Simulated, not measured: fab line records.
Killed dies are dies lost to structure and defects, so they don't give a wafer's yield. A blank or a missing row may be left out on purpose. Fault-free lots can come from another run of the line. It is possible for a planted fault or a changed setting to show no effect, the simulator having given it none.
Chamber matching + flow n5-finfet + N5_FIN_SAQP_PECVD_06 on pecvd-01: 3 sister chambers
The step deposits a-Si from SiH4/He, target thk 60 nm, time 48.1 s. 3 wafers are shown with their chamber, then 11 later ones without.

WAFERS WITH THEIR CHAMBER
| wafer  | chamber | throttle-valve-pct (%) |
|--------|---------|------------------------|
| L078.6 | 1       | 16.8                   |
| L086.5 | 2       | 17.7                   |
| L087.1 | 0       | 17.8                   |

WAFERS WITH NO CHAMBER GIVEN
| wafer  | throttle-valve-pct (%) |
|--------|------------------------|
| L087.4 | 17.7                   |
| L087.6 | 17.6                   |
| L089.2 | 17.4                   |
| L089.5 | 17.6                   |
| L089.6 | 16.8                   |
| L092.2 | 16.8                   |
| L092.3 | 17.9                   |
| L092.5 | 17.8                   |
| L093.3 | 18.0                   |
| L093.5 | 17.8                   |
| L093.6 | 16.8                   |

EACH ONE'S CHAMBER
| wafer  | from the rows above     | in truth |
|--------|-------------------------|----------|
| L087.4 | can't be placed: 2 or 0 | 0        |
| L087.6 | can't be placed: 2 or 0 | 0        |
| L089.2 | can't be placed: 2 or 0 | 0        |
| L089.5 | can't be placed: 2 or 0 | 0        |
| L089.6 | 1                       | 1        |
| L092.2 | 1                       | 1        |
| L092.3 | can't be placed: 0 or 2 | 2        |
| L092.5 | can't be placed: 0 or 2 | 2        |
| L093.3 | can't be placed: 0 or 2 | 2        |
| L093.5 | can't be placed: 0 or 2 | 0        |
| L093.6 | 1                       | 1        |
Correctly placed: 3 of 11. Cannot be placed on the basis of these rows: 8; the candidates contain the true chamber in 8. Placed wrongly: 0.
How it was worked out, from the rows above alone: a wafer's distance from a chamber is the root of the sum, over the readings, of the square of ((its reading less the chamber's mean) divided by the reading's scatter). The wafer belongs to the nearest chamber; if the next one is less than 2 further off, it can't be placed. For every chamber, the mean is computed from those of its wafers that are shown. The scatter: with one shown wafer a chamber, the root of the mean of the squares of how far each hidden wafer lies from its nearest shown one.
